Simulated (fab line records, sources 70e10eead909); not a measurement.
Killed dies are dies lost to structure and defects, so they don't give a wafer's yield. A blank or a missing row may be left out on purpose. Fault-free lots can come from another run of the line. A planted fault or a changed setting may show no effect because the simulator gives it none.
fab line records	flow nand_harc
[record] lots = 12	wafers = 36	last_day = 33
route steps=1302 shown A_BONDPAD@1220 THIN_TSV@1245 END@1302
lots with no fault: from the same line, run without faults
start_h: hours from the record's first day to the start of the lot's first wafer shown	wait_h: how many hours have passed since the lot's step before this one	" identical to the entry in the row above	L1.1+2: a row that stands for several wafers	- no value, or no start given	* or withheld: withheld	< > ~ a bound
route shown NAME@n: a module of which the file shows steps, and the number in the route of the first	usual: average and standard deviation across the fault-free wafers	same: alike in all rows	chamber/n: place in a boat	sites: per-site readings	_std_site: how widely they spread, as a standard deviation	_edge_site: the outer-site mean with the inner-site mean subtracted	radius_mm: for every site, how far away it sits from the centre of the wafer	mask NAME#n: copy n	behind: the most recent tool/chamber to have shaped the wafer	hold: why the lot was held/for how many hours/how that ended	device: the transistor (n, p or np) that didn't switch	end of line: at the end of the route, the tests of the same wafers	where a step has no rows: the recipe by itself	killed: dies that structure and defects cost at the first sort, which is not the same as the wafer's yield	map: a wafer's dies, marking killed ones x, the rest . and places with no die _
set.NAME: the run value of the setting; set.NAME@STEP: its run value at that earlier step	model.NAME: the simulator's own value behind a step, which no gauge read
a sample of lots followed through the steps of the route, with each step as a table and each wafer as a row
services: from which hour (start_h, from the record's first day; less than 0 if before it) a tool's chamber was out of use, for how many hours, and why
[[steps]]
[step NHARC_A_BONDPAD_ETCH_12]
[recipe] target_depth_a = 2200	time_s = 110	chf3_flow_sccm = 50	o2_flow_sccm = 10	ar_flow_sccm = 200	rf_w = 500	bias_w = 200	chemistry = CHF3/O2
[usual] drypump_motor_current_A = 6.2/0.39	oes_product_au = 0.944/0.026	rf_vpp_V = 370.8/2.5	showerhead_plenum_p_Torr = 2.41/0.11	throttle_valve_pct = 20.572/0.0086
lot.wafer	tool	chamber	start_h	wait_h	drypump_motor_current_A	oes_product_au	rf_hours_counter_h	rf_vpp_V	showerhead_plenum_p_Torr	throttle_valve_pct
L650.1	rie_diel-10	0	531.41	-	5.7	0.957	3	367.2	2.26	20.558
L650.2	"	2	"	"	5.8	0.986	3	368.9	2.46	20.580
L650.5	"	0	"	"	5.7	0.951	-	368.1	2.26	20.565
L652.3	rie_diel-02	3	548.57	-	6.6	0.919	24	367.4	2.25	20.578
L652.2	"	0	"	"	6.1	0.906	23	371.3	2.52	20.565
L652.6	"	3	"	"	6.6	0.926	-	366.7	2.25	20.590
L651.2	rie_diel-02	0	549.17	-	6.2	0.911	23	371.9	2.52	20.575
L651.6	"	2	"	"	6.5	0.924	-	371.0	2.39	20.562
L651.5	"	3	"	"	6.6	0.922	-	367.2	2.25	20.577
L654.1	rie_diel-10	2	565.64	-	5.8	0.936	4	371.8	2.46	20.570
L654.2	"	0	"	"	5.7	0.948	3	368.4	2.26	20.565
L654.6	"	3	"	"	6.2	0.939	-	373.2	2.57	20.558
L653.3	rie_diel-02	3	580.86	-	6.6	0.962	0	367.0	2.25	20.579
L653.1	"	0	"	"	6.2	0.963	0	372.6	2.52	20.561
L653.6	"	2	"	"	6.4	0.946	-	369.1	2.38	20.556
L656.3	rie_diel-02	2	596.68	-	6.4	0.997	2	368.5	2.38	20.576
L656.2	"	3	"	"	6.6	1.001	1	366.7	2.25	20.577
L656.4	"	0	"	"	6.2	0.986	1	372.6	2.52	20.568
L657.3	rie_diel-09	2	607.24	-	5.0	0.927	33	374.4	2.58	20.572
L657.6	"	0	"	"	5.7	0.904	-	373.1	2.54	20.573
L657.5	"	1	"	"	6.1	0.936	-	370.4	2.36	20.562
L655.3	rie_diel-10	1	660.23	-	6.4	0.973	1	370.0	2.43	20.575
L655.4	"	2	"	"	5.8	0.942	1	371.2	2.46	20.575
L655.2	"	3	"	"	6.2	0.950	1	374.9	2.57	20.552
L664.3	rie_diel-10	0	662.45	-	5.7	0.976	2	368.0	2.26	20.568
L664.2	"	1	"	"	6.5	0.956	2	371.5	2.43	20.580
L664.4	"	2	"	"	5.8	0.947	2	373.3	2.46	20.570
L670.2	rie_diel-02	2	740.99	-	6.4	0.916	24	369.4	2.38	20.570
L670.1	"	3	"	"	6.6	0.930	20	367.3	2.24	20.561
L670.5	"	1	"	"	6.6	0.926	-	370.1	2.36	20.553
L672.1	rie_diel-02	3	743.42	-	6.6	0.913	20	367.7	2.24	20.567
L672.3	"	1	"	"	6.6	0.924	26	370.7	2.36	20.570
L672.2	"	2	"	"	6.4	0.914	24	372.1	2.38	20.571
L671.3	rie_diel-02	1	744.06	-	6.6	0.916	26	369.0	2.36	20.563
L671.6	"	2	"	"	6.5	0.923	-	369.7	2.38	20.577
L671.5	"	3	"	"	6.6	0.916	-	368.0	2.24	20.574
[step NHARC_THIN_TSV_CMP_01]
[recipe] target_thk_um = 3
[usual] motor_current_A = 12.5/0.81
lot.wafer	tool	chamber	start_h	wait_h	motor_current_A
L650.2	cmp-01	1	545.64	0.8	13.5
L650.1	"	0	"	"	12.7
L650.5	"	1	"	"	14.0
L652.3	cmp-02	2	561.98	0.7	12.1
L652.2	"	0	"	"	12.1
L652.6	"	1	"	"	12.8
L651.2	cmp-04	3	563.17	0.8	14.3
L651.5	"	3	"	"	15.0
L651.6	"	0	"	"	11.4
L654.1	cmp-02	3	579.60	1.1	13.3
L654.2	"	0	"	"	11.4
L654.6	"	2	"	"	12.5
L653.3	cmp-02	3	594.20	0.7	13.4
L653.1	"	0	"	"	11.9
L653.6	"	2	"	"	12.3
L656.2	cmp-02	3	612.84	0.8	13.3
L656.3	"	0	"	"	12.4
L656.4	"	2	"	"	12.2
L657.3	cmp-02	3	620.55	0.6	14.3
L657.5	"	2	"	"	11.7
L657.6	"	3	"	"	14.2
L655.2	cmp-02	3	675.82	1.0	13.5
L655.3	"	0	"	"	12.1
L655.4	"	2	"	"	12.5
L664.4	cmp-02	1	678.08	0.4	12.1
L664.3	"	2	"	"	12.3
L664.2	"	3	"	"	12.8
L670.1	cmp-02	0	754.46	1.0	12.2
L670.2	"	3	"	"	13.4
L670.5	"	1	"	"	12.5
L672.1	cmp-04	1	755.65	1.0	11.6
L672.3	"	3	"	"	14.4
L672.2	"	0	"	"	11.2
L671.3	cmp-02	1	756.86	0.6	12.3
L671.5	"	0	"	"	12.1
L671.6	"	1	"	"	12.3
[step NHARC_THIN_TSV_DEP_43]
[recipe] target_thk_a = 13285	temp_c = withheld	pressure_torr = 6.5	rf_w = 900	teos_flow_sccm = 161.4	flow_sccm = 2650	target_thk_nm = 1328.5	gas = O2	material = SiO2
[usual] showerhead_vpp_V = 1767/110	throttle_valve_pct = 15.9/0.45
lot.wafer	tool	chamber	start_h	wait_h	showerhead_vpp_V	throttle_valve_pct
L650.2	pecvd-03	1	546.13	-	1793	15.3
L650.1	"	0	"	"	1958	15.8
L650.5	"	2	"	"	1817	16.5
L652.3	pecvd-04	0	562.44	-	1637	16.2
L652.2	"	2	"	"	1647	16.4
L652.6	"	2	"	"	1641	16.4
L651.2	pecvd-04	2	563.70	-	1644	16.6
L651.6	"	1	"	"	1801	16.8
L651.5	"	2	"	"	1637	16.4
L654.1	pecvd-02	0	580.08	-	1791	15.9
L654.2	"	1	"	"	1883	15.6
L654.6	"	0	"	"	1773	16.4
L653.1	pecvd-03	1	594.63	-	1807	15.4
L653.3	"	0	"	"	1933	15.2
L653.6	"	2	"	"	1843	16.0
L656.3	pecvd-03	2	613.37	-	1821	16.0
L656.2	"	0	"	"	1948	15.5
L656.4	"	2	"	"	1822	16.0
L657.3	pecvd-03	1	621.01	-	1786	15.6
L657.6	"	1	"	"	1787	15.4
L657.5	"	2	"	"	1851	16.0
L655.3	pecvd-03	2	676.30	-	1819	16.1
L655.2	"	1	"	"	1796	15.7
L655.4	"	2	"	"	1813	16.0
L664.2	pecvd-04	2	678.56	-	1636	15.5
L664.3	"	0	"	"	1617	15.6
L664.4	"	2	"	"	1633	15.5
L670.2	pecvd-04	1	754.95	-	1739	16.4
L670.1	"	2	"	"	1646	15.7
L670.5	"	1	"	"	1746	16.6
L672.3	pecvd-04	1	756.14	-	1767	16.5
L672.1	"	2	"	"	1674	15.7
L672.2	"	0	"	"	1627	16.0
L671.3	pecvd-03	2	757.52	-	1812	16.2
L671.6	"	1	"	"	1767	15.3
L671.5	"	2	"	"	1828	16.3
[step NHARC_THIN_TSV_DEGAS_53]
[recipe] temp_c = 300	time_s = 60
[usual] heater_power_w = 471/65
lot.wafer	tool	chamber	start_h	wait_h	heater_power_w
L650.1	pvd_sputter-02	-	551.82	0.1	453
L650.2	"	-	"	"	646
L650.5	"	-	"	"	464
L652.3	pvd_sputter-01	-	568.12	0.1	431
L652.2	"	-	"	"	500
L652.6	"	-	"	"	451
L651.2	pvd_sputter-03	-	569.29	0.1	453
L651.5	"	-	"	"	361
L651.6	"	-	"	"	486
L654.1	pvd_sputter-03	-	585.60	0.1	367
L654.2	"	-	"	"	493
L654.6	"	-	"	"	490
L653.1	pvd_sputter-01	-	600.19	0.1	450
L653.3	"	-	"	"	442
L653.6	"	-	"	"	501
L656.3	pvd_sputter-03	-	619.04	0.1	495
L656.4	"	-	"	"	509
L656.2	"	-	"	"	362
L657.3	pvd_sputter-02	-	626.80	0.1	452
L657.6	"	-	"	"	650
L657.5	"	-	"	"	445
L655.2	pvd_sputter-03	-	681.89	0.1	495
L655.3	"	-	"	"	369
L655.4	"	-	"	"	447
L664.3	pvd_sputter-01	-	684.14	0.1	455
L664.4	"	-	"	"	524
L664.2	"	-	"	"	490
L670.1	pvd_sputter-03	-	760.45	0.1	373
L670.2	"	-	"	"	462
L670.5	"	-	"	"	496
L672.2	pvd_sputter-03	-	761.59	0.1	491
L672.3	"	-	"	"	508
L672.1	"	-	"	"	376
L671.3	pvd_sputter-02	-	763.14	0.1	451
L671.6	"	-	"	"	436
L671.5	"	-	"	"	617
[step NHARC_END_SORT_01]
[recipe] temp_c = 25
[usual] defect_limited_yield = 92.7/2.6	killed_at_array = 45/18	killed_at_other = 0.9/1.3	killed_at_periphery = 3.7/2.2	killed_dies = 50/18	killed_open = 3.2/1.9	killed_short = 2.4/1.6	sort_bin_2_pct = 2.5/1.1	sort_bin_3_pct = 0.6/0.36	sort_bin_4_pct = 4.3/1.5	sort_n_pass = 627/18	sort_rim_yield_pct = 92/4.3	sort_yield_pct = 92.7/2.6
[same] gross_dies = 677	sort_bin_5_pct[%] = 0	sort_bin_6_pct[%] = 0	sort_bin_7_pct[%] = 0	sort_bin_8_pct[%] = 0	sort_rim_n_gross = 106.00
lot.wafer	tool	chamber	start_h	wait_h	defect_limited_yield[%]	killed_at_array	killed_at_other	killed_at_periphery	killed_dies	killed_open	killed_short	sort_bin_2_pct[%]	sort_bin_3_pct[%]	sort_bin_4_pct[%]	sort_n_pass	sort_rim_yield_pct[%]	sort_yield_pct[%]
L655.2	prober-02	0	693.55	2.8	92.8	47	0	2	49	3	1	1.6	0.7	4.9	628	82	92.8
L655.3	prober-02	0	694.35	3.1	91.1	57	1	2	60	2	3	3.1	0.3	5.5	617	91	91.1
L655.4	prober-02	0	695.16	3.4	90.5	50	5	9	64	4	2	3.8	0.9	4.7	613	88	90.5
L664.2	prober-01	0	701.34	2.8	77.8	145	2	3	150	3	1	8.0	6.5	7.7	527	92	77.8
L664.3	prober-01	0	702.14	3.1	89.8	67	1	1	69	4	3	3.7	1.0	5.5	608	99	89.8
L664.4	prober-01	0	702.94	3.4	92.0	52	0	2	54	5	3	2.2	0.9	4.9	623	86	92.0
// killed by level:class
L655.2 A_CHANNEL_HOLE_D1:chamber_film_flake=18 A_CHANNEL_HOLE_D2:chamber_film_flake=13 A_CONTACT:chamber_film_flake=5 A_CHANNEL_HOLE_D1:geometric_particle:open=2 P_M2:chamber_film_flake=2 A_DECK1_JOINT:chamber_film_flake=2 A_STAIRCASE:chamber_film_flake=2 A_BLC:chamber_film_flake=2
L655.3 A_CHANNEL_HOLE_D1:chamber_film_flake=32 A_CHANNEL_HOLE_D2:chamber_film_flake=8 A_CONTACT:chamber_film_flake=4 A_ONON_D1:geometric_particle:short=2 A_DECK1_JOINT:chamber_film_flake=2 A_STAIRCASE:chamber_film_flake=2 A_SLIT:chamber_film_flake=2 A_WL_FILL:chamber_film_flake=2
L655.4 A_CHANNEL_HOLE_D2:chamber_film_flake=22 A_CHANNEL_HOLE_D1:chamber_film_flake=16 P_M2:chamber_film_flake=7 A_CONTACT:chamber_film_flake=3 A_STAIRCASE:chamber_film_flake=2 THIN_TSV:chamber_film_flake=2 HYBRID_BOND:chamber_film_flake=2 P_GATE:geometric_particle:open=1
L664.2 A_BONDPAD:unspecified=106 A_CHANNEL_HOLE_D1:chamber_film_flake=16 A_CHANNEL_HOLE_D2:chamber_film_flake=6 A_STAIRCASE:chamber_film_flake=5 A_WL_FILL:chamber_film_flake=4 A_CONTACT:chamber_film_flake=4 P_CONTACT:geometric_particle:open=1 P_M0:geometric_particle:open=1
L664.3 A_CHANNEL_HOLE_D1:chamber_film_flake=28 A_CHANNEL_HOLE_D2:chamber_film_flake=21 A_SLIT:chamber_film_flake=4 A_STAIRCASE:chamber_film_flake=3 A_CONTACT:chamber_film_flake=3 A_CHANNEL_HOLE_D1:geometric_particle:open=1 A_DECK1_JOINT:geometric_particle:short=1 A_ONON_D2:geometric_particle:open=1
L664.4 A_CHANNEL_HOLE_D1:chamber_film_flake=16 A_CHANNEL_HOLE_D2:chamber_film_flake=10 A_CONTACT:chamber_film_flake=8 A_STAIRCASE:chamber_film_flake=4 A_DECK1_JOINT:geometric_particle:open=2 A_DECK1_JOINT:chamber_film_flake=2 A_SGD_CUT:chamber_film_flake=2 A_WL_FILL:chamber_film_flake=2
[[services]]
tool	chamber	start_h	hours	kind
rie_diel-02	0	513.70	3.2	repair
pvd_sputter-03	-	520.73	2.2	repair
pvd_sputter-03	-	526.00	10.0	pm
cmp-02	-	527.24	0.3	repair
cmp-02	-	531.82	4.0	pm
pecvd-03	-	547.24	13.0	pm
cmp-02	-	551.25	0.7	repair
rie_diel-02	-	571.04	9.0	pm
cmp-02	-	581.41	0.9	repair
cmp-02	-	599.34	4.6	repair
rie_diel-02	3	603.32	5.1	repair
cmp-02	-	629.82	4.0	pm
pvd_sputter-03	-	637.30	2.8	repair
pvd_sputter-03	-	642.05	1.0	repair
cmp-02	-	654.38	4.8	repair
pecvd-03	1	680.71	5.1	repair
pecvd-03	-	690.78	0.8	repair
pvd_sputter-03	-	704.00	10.0	pm
cmp-02	-	727.91	4.0	pm
pecvd-03	-	728.24	13.0	pm
cmp-02	-	735.28	0.9	repair
cmp-02	-	739.75	1.7	repair
rie_diel-02	-	748.04	9.0	pm
pecvd-03	0	752.79	7.8	repair
[[key]]
[first_sign] step = NHARC_END_SORT_01	reading = killed_dies	direction = up	sigmas = 5.7	usual = 50	struck = 150
[effect] step = NHARC_END_SORT_01	reading = defect_limited_yield	direction = down	sigmas = 5.7	usual = 92.7	struck = 77.8
[more_kills_born_at] NHARC_A_BONDPAD_ETCH_12@rie_diel-10 = 106
met_at NHARC_A_BONDPAD_ETCH_12
struck_lots L664
struck_wafers L664.2
not_acting_at NHARC_THIN_TSV_CMP_01,NHARC_THIN_TSV_DEP_43,NHARC_THIN_TSV_DEGAS_53
onset_between 660.23 662.45
[fault] kind = chamber_particle_source	tool = rie_diel-10	chamber = 1	onset_h = 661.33	steps = NHARC_A_BONDPAD_ETCH_12	rate_per_visit_cm2 = 1.8699	end_h = 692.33
